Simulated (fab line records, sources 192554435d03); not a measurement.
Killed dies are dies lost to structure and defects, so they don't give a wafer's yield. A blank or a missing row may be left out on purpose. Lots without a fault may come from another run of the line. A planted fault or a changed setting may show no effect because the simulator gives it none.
A struck lot beside a sound one | flow n5_finfet | 22 steps out of a route of 1938
Sound: wafers L880.2, L880.5, L880.6. Struck: wafers L877.1, L877.4, L877.6. The cause comes at the end.
At each step with rows: each side's tool, then ch and its chambers, then its first start. Under that, the readings that differ: sound wafers | struck wafers | difference of the means | sigmas: that difference in standard deviations of wafers without a fault.
alike: readings whose means differ by less than 2 such deviations, and words and numbers that are the same on both sides. not compared: withheld readings, readings that some wafer has no value for, bounds like >300 that may hide the same value, and numbers for which the record gives no deviation and whose values overlap.
The two part at a step that has a row with sigmas, a row that says differs or no value, or rows on one side only. Numbers that don't overlap but have no deviation are shown without sigmas and don't part them. A reading that every wafer of one side lacks parts them only if that side has two wafers or more.

first, 6 steps without rows for these wafers: N5_WELL_APT_EBR_21; N5_WELL_APT_SOFTBAKE_20 (time 60 s); N5_WELL_APT_EXPOSE_22 (exposes mask PWELL, defocus 0 nm, target cd 200 nm); N5_WELL_APT_PEB_23 (peb time 90 s); N5_WELL_APT_DEVELOP_24 (develop time 45 s); N5_WELL_APT_HARDBAKE_29 (time 120 s).
N5_WELL_APT_CD_MEAS_25: target cd 200 nm.
  sound on cd_sem-01 ch 0, day 6 21:17; struck on cd_sem-02 ch 0, day 6 02:43
  alike: cd_nm
N5_WELL_APT_OVL_MEAS_26:
  sound on overlay-02 ch 0, day 6 21:19; struck on overlay-02 ch 0, day 6 02:44
  alike: PWELL_OVL
N5_WELL_APT_INSPECT_27: inspects for defects (macro).
  sound on defect_inspect-01, day 6 21:20; struck on defect_inspect-01, day 6 02:46
  alike: raw_defect_count
N5_WELL_APT_DESCUM_30: chemistry O2, time 7.9 s.
  sound on rie_diel-01 ch 0,2,3, day 6 21:22; struck on rie_diel-05 ch 0,1,2, day 6 02:48
  alike: drypump_motor_current_A, o2_flow_sccm, oes_product_au, rf_vpp_V, showerhead_plenum_p_Torr, throttle_valve_pct
  not compared: rf_hours_counter_h
then, 2 steps without rows for these wafers: N5_WELL_APT_IMPLANT_31; N5_WELL_APT_IMPLANT_32.
N5_WELL_APT_STRIP_33: strips in SPM, time 900 s.
  sound on wet_bench-02 ch 2,4,6, day 6 21:52; struck on wet_bench-02 ch 1,2,5, day 6 03:17
  no value came back on the struck wafers for bath_guard_temp_C (C), bath_heat_duty_pct (%); on the sound wafers bath_guard_temp_C (C) reads 129.9 129.3 130.4
  reading                                    | sound | struck            | difference | sigmas
  model.coat_of_WELL_APT_COAT_19.thk_nm (nm) | 0 0 0 | 931.9 936.6 933.2 | +933.9     |
N5_WELL_APT_RTA_34: time 10 s.
  sound on rtp_anneal-01 ch 0, day 6 22:09; struck on rtp_anneal-01 ch 0, day 6 03:34
  alike: lamp_power_pct, lamp_zone_5_pct, wafer_temp_C_max
then, 4 steps without rows for these wafers: N5_WELL_APT_OXIDE_STRIP_42 (strips SiO2 in dHF, time 45 s, target depth 12 nm); N5_WELL_APT_PRECLEAN_36 (cleans in O3/DIW, time 45 s); N5_WELL_APT_PRECLEAN_39 (cleans in dHF, time 60 s); N5_WELL_APT_SRD_37 (time 30 s).
N5_WELL_APT_EPI_41: deposits Si from SiH4/H2, target thk 50 nm, time 297.7 s.
  sound on epi_rpcvd-02 ch 0, day 6 22:28; struck on epi_rpcvd-01 ch 0, day 6 03:48
  alike: throttle_valve_pct
N5_WELL_APT_INSPECT_38: inspects for defects (darkfield).
  sound on defect_inspect-02, day 6 23:01; struck on defect_inspect-01, day 6 04:54
  reading          | sound    | struck         | difference | sigmas
  raw_defect_count | 17 14 20 | 4831 4840 4863 | +4828      | +99 or more
N5_BEOL_M4_RC_MEAS_101:
  the record has rows for the sound wafers here (prober-02 ch 0, day 14 09:47) and none for the struck ones
-- the record jumps here: 13 days lie between the struck wafers' starts before and after (it left off in module BEOL_M4 and takes up again in module PASSIVATION, whose first step shown is number 1936 of the route) --
N5_PASSIVATION_PROBE_49:
  the record has rows for the struck wafers here (prober-01, day 18 16:56) and none for the sound ones

WHERE THEY PART
First at N5_WELL_APT_STRIP_33; last, within this record, at N5_PASSIVATION_PROBE_49.

WHY: what the simulator had put in
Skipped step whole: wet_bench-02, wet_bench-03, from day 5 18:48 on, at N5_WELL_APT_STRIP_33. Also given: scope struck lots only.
